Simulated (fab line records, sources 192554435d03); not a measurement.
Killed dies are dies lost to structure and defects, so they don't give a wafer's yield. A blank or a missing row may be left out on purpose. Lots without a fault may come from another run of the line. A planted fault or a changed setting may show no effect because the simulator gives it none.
fab line records | flow n5_finfet
record lots=10 wafers=29 last_day=17
route steps=1938 shown BEOL_M1@791 TV_OPEN@1889 PASSIVATION@1916
lots that met no fault: from a run of the same line without faults
start_h: hours from the record's first day to the start of the lot's first wafer shown | wait_h: hours since the lot's step before | " the same as in the row above | L1.1+2: a row that stands for several wafers | - no value, or no start given | * or withheld: withheld | < > ~ a bound
route shown NAME@n: a module of which the file shows steps, and the number in the route of the first | usual: mean/standard deviation of fault-free wafers | same: alike in all rows | chamber/n: place in a boat | sites: the reading at each site | _std_site: their standard deviation | _edge_site: outer sites' mean less inner sites' | radius_mm: how far each site lies from the wafer's centre | mask NAME#n: copy n | behind: the tool/chamber that last shaped the wafer | hold: why the lot was held/for how many hours/how that ended | device: the transistor (n, p or np) that didn't switch | end of line: the same wafers' tests at the end of the route | a step without rows: its recipe alone | killed: dies lost to structure and defects at the first sort, not the wafer's yield | map: a wafer's dies, x killed, . not, _ none there
set.NAME: the setting as run; set.NAME@STEP: as run at that earlier step | model.NAME: the simulator's own value behind a step, which no gauge read
steps of the route over a sample of lots; a table a step, a row a wafer
services: from which hour (start_h, from the record's first day; less than 0 if before it) a tool's chamber was out of use, for how many hours, and why
## steps
# step N5_BEOL_M1_ETCH_69
# recipe chemistry=CF4 target=SiARC target_depth_a=156 mask_material=CAR-EUV time_s=26 ion_energy_ev=80 pressure_mtorr=40 source_w=545 bias_w=36 Ar_flow_sccm=100 cf4_flow_sccm=100 ends=cleared
# usual drypump_motor_current_A=5.9/0.55 etch_rf_on_time_s=26.2/0.47 oes_product_au=0.66/0.068 rf_vpp_V=184.6/1.2 showerhead_plenum_p_Torr=2.18/0.053 throttle_valve_pct=15.60/0.18
# columns lot.wafer tool chamber start_h wait_h drypump_motor_current_A etch_rf_on_time_s oes_product_au rf_hours_counter_h rf_vpp_V showerhead_plenum_p_Torr throttle_valve_pct
L282.1 rie_diel-03 1 126.15 0.0 6.1 26.7 0.63 153 186.4 2.25 15.77
L282.6 " 3 " " 5.9 26.5 0.62 - 185.9 2.21 15.71
L283.1 rie_diel-03 0 130.78 0.0 6.7 26.7 0.66 106 184.5 2.17 15.63
L283.4 " 3 " " 6.0 26.8 0.61 - 184.3 2.21 15.72
L283.6 " 0 " " 6.7 26.8 0.65 - 184.1 2.17 15.62
L284.2 rie_diel-01 0 132.45 0.0 5.8 24.8 0.81 10 187.0 2.19 15.57
L284.3 " 1 " " 5.9 25.8 0.76 34 186.2 2.28 15.44
L284.4 " 2 " " 5.7 26.9 0.61 182 185.0 2.21 15.31
L286.1 rie_diel-03 2 148.70 0.0 4.9 26.0 0.81 2 183.0 2.12 15.38
L286.2 " 3 " " 5.9 26.3 0.62 171 184.6 2.21 15.73
L286.3 " 1 " " 6.1 26.5 0.63 161 185.9 2.24 15.80
L288.2 rie_diel-03 3 155.28 0.0 6.0 26.2 0.61 172 185.6 2.21 15.73
L288.3 " 2 " " 4.9 26.2 0.78 4 182.5 2.12 15.39
L288.6 " 3 " " 5.9 26.6 0.61 - 185.6 2.21 15.71
L289.2 rie_diel-03 3 167.97 0.0 5.9 26.4 0.60 176 184.6 2.21 15.74
L289.3 " 0 " " 6.7 26.9 0.64 117 182.9 2.17 15.64
L289.4 " 2 " " 4.9 26.4 0.78 8 183.7 2.12 15.40
L293.3 rie_diel-02 3 201.39 0.0 5.6 25.9 0.82 8 186.8 2.28 15.24
L293.4 " 1 " " 5.7 26.1 0.64 161 183.2 2.13 15.32
L293.5 " 0 " " 5.1 26.0 0.59 - 186.3 2.19 15.71
L300.1 rie_diel-02 3 230.08 0.0 5.6 25.7 0.80 18 185.8 2.28 15.23
L300.2 " 1 " " 5.8 25.9 0.63 171 183.6 2.12 15.34
L300.5 " 3 " " 5.6 25.6 0.80 - 184.3 2.28 15.27
L304.3 rie_diel-03 1 262.19 0.0 6.1 26.7 0.60 193 186.4 2.23 15.85
L304.5 " 3 " " 5.9 26.3 0.59 - 185.5 2.20 15.79
L304.6 " 0 " " 6.7 27.0 0.63 - 184.3 2.16 15.69
L305.1 rie_diel-03 2 265.60 0.0 4.9 26.3 0.72 39 184.3 2.11 15.46
L305.2 " 0 " " 6.8 26.5 0.63 145 184.0 2.16 15.71
L305.5 " 0 " " 6.7 26.3 0.64 - 183.8 2.16 15.71
# step N5_PASSIVATION_STRIP_14
# recipe chemistry=O2 power_w=600 temp_c=60 pressure_mtorr=30 rf_frequency_hz=6e+07 bias_power_w=0 overash_fraction=0.5 o2_flow_sccm=225
# usual drypump_motor_current_A=5.9/0.46 oes_product_au=0.79/0.087 rf_vpp_V=3.6/0.98 showerhead_plenum_p_Torr=2.13/0.064 temp_c=60.02/0.11 throttle_valve_pct=16.62/0.18
# columns lot.wafer tool chamber start_h wait_h drypump_motor_current_A oes_product_au rf_hours_counter_h rf_vpp_V showerhead_plenum_p_Torr temp_c throttle_valve_pct
L283.1 rie_diel-02 1 263.18 0.2 5.7 0.72 183 2.6 2.10 59.97 16.58
L283.4 " 1 " " 5.7 0.74 - 2.2 2.10 59.87 16.56
L283.6 " 1 " " 5.7 0.72 - 1.7 2.10 60.16 16.56
L282.1 rie_diel-01 0 263.76 0.1 5.8 0.86 46 2.9 2.11 59.95 16.54
L282.6 " 3 " " 6.3 0.72 - 5.5 2.09 60.23 16.81
L284.2 rie_diel-01 2 275.18 0.1 5.7 0.70 225 5.1 2.16 60.04 16.47
L284.3 " 3 " " 6.3 0.72 216 1.5 2.09 59.96 16.80
L284.4 " 1 " " 5.9 0.83 75 4.9 2.24 59.96 16.63
L286.1 rie_diel-03 1 290.34 0.1 6.1 0.71 203 3.9 2.15 60.01 16.79
L286.2 " 0 " " 6.7 0.74 153 4.1 2.10 60.09 16.75
L286.3 " 2 " " 4.8 0.83 48 3.5 2.03 59.96 16.40
L289.2 rie_diel-02 2 292.02 0.1 6.5 0.70 238 3.2 2.06 60.23 16.88
L289.3 " 1 " " 5.8 0.72 197 2.4 2.09 60.06 16.58
L289.4 " 2 " " 6.5 0.69 - 4.3 2.06 60.17 16.85
L288.2 rie_diel-03 2 294.50 0.1 4.9 0.82 50 3.0 2.03 59.77 16.40
L288.3 " 1 " " 6.1 0.73 205 2.5 2.15 59.96 16.75
L288.6 " 2 " " 4.9 0.83 - 2.6 2.03 60.05 16.40
L293.3 rie_diel-03 1 339.51 0.1 6.1 0.71 217 3.9 2.15 60.04 16.76
L293.4 " 3 " " 5.9 0.68 224 2.6 2.17 60.01 16.99
L293.5 " 1 " " 6.1 0.71 - 3.8 2.15 60.18 16.79
L300.1 rie_diel-02 2 377.25 0.1 6.5 0.93 8 4.1 2.05 59.98 16.39
L300.2 " 1 " " 5.8 0.70 227 3.1 2.08 60.15 16.63
L300.5 " 1 " " 5.8 0.70 - 3.7 2.08 59.98 16.67
L304.3 rie_diel-03 2 391.27 0.1 4.8 0.81 76 2.6 2.02 59.87 16.44
L304.5 " 2 " " 4.8 0.79 - 4.0 2.02 59.84 16.41
L304.6 " 1 " " 6.1 0.69 - 3.8 2.14 60.00 16.82
L305.1 rie_diel-01 1 397.58 0.1 5.9 0.80 115 2.6 2.22 60.24 16.73
L305.2 " 0 " " 5.8 0.81 91 4.0 2.09 60.20 16.64
L305.5 " 0 " " 5.8 0.81 - 3.1 2.09 60.10 16.61
# step N5_PASSIVATION_PECVD_35
# recipe material=SiNx target_thk_a=7000 temp_c=400 precursor=SiH4/NH3/N2 pressure_torr=4.9 rf_w=1406 time_s=151.3
# usual heater_power_outer_w=174/80 heater_power_w=350/94 showerhead_plenum_p_Torr=8.67/0.07 throttle_valve_pct=28.9/0.65
# columns lot.wafer tool chamber start_h wait_h heater_power_outer_w heater_power_w showerhead_plenum_p_Torr throttle_valve_pct
L283.1 pecvd-01 2 266.21 0.1 186 340 8.68 28.6
L283.4 " 1 " " 155 353 8.61 30.2
L283.6 " 0 " " 12 171 8.63 28.7
L282.1 pecvd-04 1 266.29 0.1 138 251 8.79 28.7
L282.6 " 2 " " 302 506 8.69 28.0
L284.2 pecvd-04 2 277.94 0.1 318 523 8.70 28.1
L284.3 " 0 " " 124 312 8.59 29.5
L284.4 " 1 " " 212 353 8.78 28.6
L289.2 pecvd-04 0 294.76 0.1 125 328 8.59 29.6
L289.3 " 2 " " 217 386 8.67 27.9
L289.4 " 0 " " 40 197 8.59 29.4
L286.1 pecvd-04 1 295.66 0.1 192 325 8.78 28.5
L286.2 " 0 " " 130 336 8.58 29.5
L286.3 " 2 " " 314 540 8.70 28.0
L288.2 pecvd-02 1 299.06 0.1 238 405 8.66 29.7
L288.3 " 2 " " 130 359 8.63 27.9
L288.6 " 1 " " 142 276 8.64 29.8
L293.3 pecvd-04 1 342.00 0.1 246 389 8.79 28.5
L293.4 " 1 " " 136 251 8.78 28.6
L293.5 " 0 " " 140 338 8.59 29.3
L300.1 pecvd-04 0 380.27 0.1 144 333 8.59 29.5
L300.2 " 1 " " 237 390 8.80 28.7
L300.5 " 2 " " 275 470 8.68 28.8
L304.3 pecvd-01 0 393.62 0.1 95 276 8.66 28.8
L304.5 " 0 " " 12 170 8.63 28.8
L304.6 " 2 " " 214 394 8.67 28.4
L305.1 pecvd-04 1 400.41 0.1 210 347 8.77 28.5
L305.2 " 0 " " 120 308 8.60 29.5
L305.5 " 1 " " 248 397 8.78 29.0
# step N5_PASSIVATION_STRIP_48
# recipe chemistry=O2 power_w=600 temp_c=60 pressure_mtorr=30 rf_frequency_hz=6e+07 bias_power_w=0 overash_fraction=0.5 o2_flow_sccm=225
# usual drypump_motor_current_A=5.4/0.51 oes_product_au=0.78/0.083 rf_vpp_V=3.4/2.4 showerhead_plenum_p_Torr=2.10/0.089 temp_c=60.02/0.12 throttle_valve_pct=16.73/0.23
# columns lot.wafer tool chamber start_h wait_h drypump_motor_current_A oes_product_au rf_hours_counter_h rf_vpp_V showerhead_plenum_p_Torr temp_c throttle_valve_pct
L283.1 rie_diel-06 3 267.40 0.1 4.8 0.90 33 2.7 2.23 59.96 16.59
L283.4 " 0 " " 4.8 0.75 189 4.6 1.99 60.06 16.66
L283.6 " 2 " " 5.3 0.72 - 2.2 2.07 59.85 16.95
L282.1 rie_diel-04 2 267.65 0.1 6.3 0.83 87 3.4 2.04 59.76 16.83
L282.6 " 1 " " 5.9 0.76 - 0.1 1.98 59.89 16.55
L284.2 rie_diel-05 2 279.14 0.1 5.3 0.84 87 3.6 2.21 60.01 16.48
L284.3 " 0 " " 5.8 0.72 159 8.7 2.18 60.15 16.94
L284.4 " 1 " " 5.1 0.83 78 5.6 2.02 60.24 16.50
L289.2 rie_diel-04 3 295.97 0.3 5.0 0.73 168 3.6 2.08 59.93 16.83
L289.3 " 3 " " 5.0 0.71 - 1.2 2.08 59.83 16.87
L289.4 " 1 " " 5.9 0.73 - 4.5 1.98 59.85 16.55
L286.1 rie_diel-05 0 296.86 0.1 5.9 0.72 164 5.0 2.18 60.09 16.98
L286.2 " 1 " " 5.1 0.81 84 3.5 2.01 60.15 16.47
L286.3 " 2 " " 5.4 0.82 95 3.9 2.20 59.92 16.51
L288.2 rie_diel-06 1 300.65 0.1 5.6 0.67 231 9.9 2.07 60.19 17.03
L288.3 " 2 " " 5.3 0.70 229 8.2 2.07 59.86 16.90
L288.6 " 3 " " 4.8 0.86 - 0.8 2.23 59.87 16.57
L293.3 rie_diel-05 1 343.07 0.1 5.1 0.79 100 0 2.01 59.97 16.52
L293.4 " 3 " " 6.4 0.90 34 0.7 2.22 59.84 16.42
L293.5 " 0 " " 6.0 0.72 - 3.9 2.17 60.12 17.10
L300.1 rie_diel-06 0 381.46 0.1 4.8 0.69 231 3.8 1.98 59.86 16.80
L300.2 " 3 " " 4.8 0.82 76 4.6 2.21 60.09 16.68
L300.5 " 2 " " 5.3 0.95 - 1.0 2.06 60.17 16.63
L304.3 rie_diel-06 3 394.85 0.1 4.8 0.83 81 1.7 2.21 60.14 16.70
L304.5 " 2 " " 5.3 0.96 - 3.9 2.06 60.00 16.53
L304.6 " 0 " " 4.8 0.69 - 5.9 1.98 59.83 16.72
L305.1 rie_diel-05 1 401.88 0.1 5.1 0.81 115 4.1 2.01 59.98 16.52
L305.2 " 3 " " 6.4 0.91 51 3.8 2.22 60.01 16.38
L305.5 " 3 " " 6.4 0.86 - 3.3 2.22 59.95 16.44
# step N5_PASSIVATION_PROBE_49
# usual defect_limited_yield=91.3/1.5 killed_at_M0_to_M3=35/10 killed_at_M4_up=12/4.6 killed_at_contacts=13/6.6 killed_at_front_end=39/11 killed_at_other=4/3.4 killed_dies=103/17 killed_on_rim=14/4.1 killed_open=67/13 killed_short=35/8.2 sort_bin_5_function=5.1/0.94 sort_bin_6_memory=3.2/0.7 sort_n_pass=1077/17 sort_yield_pct=91.3/1.5
# same gross_dies=1180 killed_at_back_side=0 sort_bin_4_leakage[%]=0 sort_bin_8_speed[%]=0
# columns lot.wafer tool chamber start_h wait_h defect_limited_yield[%] killed_at_M0_to_M3 killed_at_M4_up killed_at_contacts killed_at_front_end killed_at_other killed_dies killed_on_rim killed_open killed_short sort_bin_5_function[%] sort_bin_6_memory[%] sort_n_pass sort_yield_pct[%]
L289.2 prober-01 - 298.53 0.1 92.1 34 13 9 30 7 93 14 66 26 5.3 2.5 1087 92.1
L289.3 prober-01 - 298.58 0.1 91.9 34 11 8 37 6 96 15 67 27 5.4 2.5 1084 91.9
L289.4 prober-01 - 298.63 0.2 85.3 108 12 11 41 2 174 25 73 18 9.1 3.7 1006 85.3
L288.2 prober-01 - 303.20 0.1 91.2 30 13 14 44 3 104 21 63 36 4.1 3.5 1076 91.2
L288.3 prober-01 - 303.25 0.1 83.2 123 12 11 47 5 198 31 66 48 10.3 3.8 982 83.2
L288.6 prober-01 - 303.40 0.3 92.7 34 19 11 22 0 86 8 56 30 3.8 3.0 1094 92.7
L293.3 prober-02 - 345.66 0.1 92.6 18 11 16 38 4 87 13 47 39 3.6 3.1 1093 92.6
L293.4 prober-02 - 345.71 0.2 93.1 32 12 20 17 1 82 12 55 26 4.2 2.7 1098 93.1
L293.5 prober-02 - 345.76 0.2 93.1 30 6 15 27 3 81 16 52 28 4.2 2.6 1099 93.1
L300.5 prober-01 - 384.15 0.2 90.5 33 12 26 39 2 112 15 72 36 5.4 3.5 1068 90.5
# killed by level:class
L289.2 BEOL_M1:geometric_particle:open=9 STI_FIN_REVEAL:geometric_particle:open=8 MOL_CONTACT_COAG:geometric_particle:open=8 BEOL_M4:geometric_particle:open=7 BEOL_M0_SAQP:geometric_particle:open=6 BEOL_M2:geometric_particle:open=5 FIN_SAQP:geometric_particle:open=4 DUMMY_GATE:geometric_particle:open=4
L289.3 DUMMY_GATE:geometric_particle:open=13 BEOL_M1:geometric_particle:open=12 MOL_CONTACT_COAG:geometric_particle:open=6 BEOL_M0_SAQP:geometric_particle:open=6 FIN_SAQP:geometric_particle:open=5 BEOL_M2:geometric_particle:open=5 FIN_SAQP:geometric_particle:short=3 GATE_CUT:geometric_particle:short=3
L289.4 BEOL_M1:unspecified=82 STI_FIN_REVEAL:geometric_particle:open=15 FIN_SAQP:geometric_particle:open=13 MOL_CONTACT_COAG:geometric_particle:open=11 BEOL_M3:geometric_particle:open=7 BEOL_M1:geometric_particle:open=5 BEOL_M4:geometric_particle:open=5 BEOL_M0_SAQP:geometric_particle:short=4
L288.2 MOL_CONTACT_COAG:geometric_particle:open=13 FIN_SAQP:geometric_particle:short=9 BEOL_M4:geometric_particle:open=7 BEOL_M0_SAQP:geometric_particle:open=6 BEOL_M1:geometric_particle:open=5 BEOL_M3:geometric_particle:short=5 SPACER0:geometric_particle:open=4 GATE_CUT:geometric_particle:short=4
L288.3 BEOL_M1:unspecified=84 FIN_SAQP:geometric_particle:short=14 FIN_SAQP:geometric_particle:open=9 MOL_CONTACT_COAG:geometric_particle:open=9 BEOL_M0_SAQP:geometric_particle:open=7 BEOL_M0_SAQP:geometric_particle:short=7 BEOL_M3:geometric_particle:open=6 BEOL_M4:geometric_particle:open=5
L288.6 BEOL_M7:geometric_particle:open=9 MOL_CONTACT_COAG:geometric_particle:open=8 FIN_SAQP:geometric_particle:short=6 BEOL_M2:geometric_particle:open=6 BEOL_M0:geometric_particle:open=5 BEOL_M1:geometric_particle:open=5 STI_FIN_REVEAL:geometric_particle:open=4 BEOL_M0_SAQP:geometric_particle:short=4
L293.3 MOL_CONTACT_COAG:geometric_particle:open=12 STI_FIN_REVEAL:geometric_particle:open=8 BEOL_M3:geometric_particle:open=8 FIN_SAQP:geometric_particle:short=7 GATE_CUT:geometric_particle:short=5 STARTING-WAFER:geometric_particle:short=5 MOL_CONTACT_COAG:geometric_particle:short=4 BEOL_M4:geometric_particle:open=4
L293.4 MOL_CONTACT_COAG:geometric_particle:open=17 BEOL_M0_SAQP:geometric_particle:open=11 BEOL_M0_SAQP:geometric_particle:short=5 BEOL_M3:geometric_particle:short=5 BEOL_M3:geometric_particle:open=5 STARTING-WAFER:geometric_particle:short=5 GATE_CUT:geometric_particle:short=3 MOL_CONTACT_COAG:geometric_particle:short=3
L293.5 MOL_CONTACT_COAG:geometric_particle:open=11 BEOL_M0_SAQP:geometric_particle:open=10 BEOL_M3:geometric_particle:open=8 BEOL_M0_SAQP:geometric_particle:short=7 FIN_SAQP:geometric_particle:open=6 FIN_SAQP:geometric_particle:short=4 ILD0:geometric_particle:open=4 MOL_CONTACT_COAG:geometric_particle:short=4
L300.5 MOL_CONTACT_COAG:geometric_particle:open=22 BEOL_M0_SAQP:geometric_particle:short=12 DUMMY_GATE:geometric_particle:open=8 STI_FIN_REVEAL:geometric_particle:open=7 BEOL_M1:geometric_particle:open=7 ILD0:geometric_particle:open=4 MOL_CONTACT_COAG:geometric_particle:short=4 BEOL_M0_SAQP:geometric_particle:open=4
## services
# columns tool chamber start_h hours kind
rie_diel-02 - 105.28 14.6 pm
pecvd-01 - 107.81 14.6 pm
pecvd-04 1 121.37 3.7 repair
rie_diel-03 - 172.67 0.3 repair
rie_diel-03 1 193.13 8.5 repair
rie_diel-05 0 213.29 4.7 repair
rie_diel-06 - 216.71 2.8 pm
rie_diel-03 - 236.51 0.3 repair
rie_diel-02 2 244.08 21.0 repair
rie_diel-03 0 253.64 2.0 repair
rie_diel-02 0 254.95 14.4 repair
rie_diel-06 3 258.82 2.4 repair
rie_diel-02 3 282.57 1.5 repair
rie_diel-03 3 285.32 6.0 repair
rie_diel-01 - 290.73 2.8 pm
rie_diel-01 2 293.58 40.7 repair
rie_diel-02 2 324.02 3.9 repair
pecvd-04 - 324.94 0.9 repair
rie_diel-01 1 326.23 2.7 repair
rie_diel-06 1 330.77 13.6 repair
rie_diel-05 - 352.93 2.8 pm
rie_diel-05 - 366.99 4.3 pm
rie_diel-06 1 386.04 1.5 repair
pecvd-04 2 397.97 5.4 repair
## key
first_sign step=N5_PASSIVATION_PROBE_49 reading=killed_at_M0_to_M3 direction=up sigmas=8 usual=35 struck=116
effect step=N5_PASSIVATION_PROBE_49 reading=defect_limited_yield direction=down sigmas=4.8 usual=91.3 struck=84.2
more_kills_born_at N5_BEOL_M1_ETCH_69@rie_diel-03=166
met_at N5_BEOL_M1_ETCH_69
struck_lots L288,L289
struck_wafers L288.3,L289.4
not_acting_at N5_PASSIVATION_STRIP_14,N5_PASSIVATION_PECVD_35,N5_PASSIVATION_STRIP_48
onset_between 148.70 155.28
fault kind=chamber_particle_source tool=rie_diel-03 chamber=2 onset_h=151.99 steps=N5_BEOL_M1_ETCH_69 rate_per_visit_cm2=1.0483 end_h=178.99
